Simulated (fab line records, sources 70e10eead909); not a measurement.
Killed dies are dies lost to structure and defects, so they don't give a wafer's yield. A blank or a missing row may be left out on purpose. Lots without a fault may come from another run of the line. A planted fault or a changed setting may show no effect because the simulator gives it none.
Chamber matching | flow nand_harc | NHARC_A_M1_DESCUM_14 on rie_diel-09: 4 sister chambers
The step chemistry O2, time 3 s. 8 wafers are shown with their chamber, then 9 later ones without.

WAFERS WITH THEIR CHAMBER
wafer  | chamber | showerhead_plenum_p_Torr (Torr) | drypump_motor_current_A (A)
L083.1 | 2       | 1.78                            | 6.1
L083.3 | 0       | 1.82                            | 6.6
L083.5 | 1       | 2.01                            | 6.2
L087.3 | 2       | 1.78                            | 6.1
L087.5 | 1       | 2.00                            | 6.2
L086.1 | 3       | 1.95                            | 5.7
L086.5 | 3       | 1.95                            | 5.7
L086.6 | 0       | 1.81                            | 6.5

WAFERS WITHOUT THEIR CHAMBER
wafer  | showerhead_plenum_p_Torr (Torr) | drypump_motor_current_A (A)
L090.1 | 2.00                            | 6.3
L090.3 | 1.95                            | 5.7
L090.5 | 1.95                            | 5.7
L091.1 | 1.78                            | 6.1
L091.3 | 1.95                            | 5.7
L091.6 | 1.81                            | 6.5
L097.1 | 1.95                            | 5.7
L097.2 | 1.78                            | 6.1
L097.5 | 2.00                            | 6.2

WHICH CHAMBER EACH WENT THROUGH
wafer  | from the rows above | in truth
L090.1 | 1                   | 1
L090.3 | 3                   | 3
L090.5 | 3                   | 3
L091.1 | 2                   | 2
L091.3 | 3                   | 3
L091.6 | 0                   | 0
L097.1 | 3                   | 3
L097.2 | 2                   | 2
L097.5 | 1                   | 1
Placed correctly: 9 of 9. Can't be placed from these rows: 0. Placed wrongly: 0.
How it was worked out, from the rows above alone: a wafer's distance from a chamber is the root of the sum, over the readings, of the square of ((its reading less the chamber's mean) divided by the reading's scatter). The wafer belongs to the nearest chamber; if the next one is less than 2 further off, it can't be placed. A chamber's mean is the mean of its shown wafers. The scatter: the root of (the sum of the squares of (reading less its chamber's mean) over the shown wafers, divided by (wafers less chambers)).
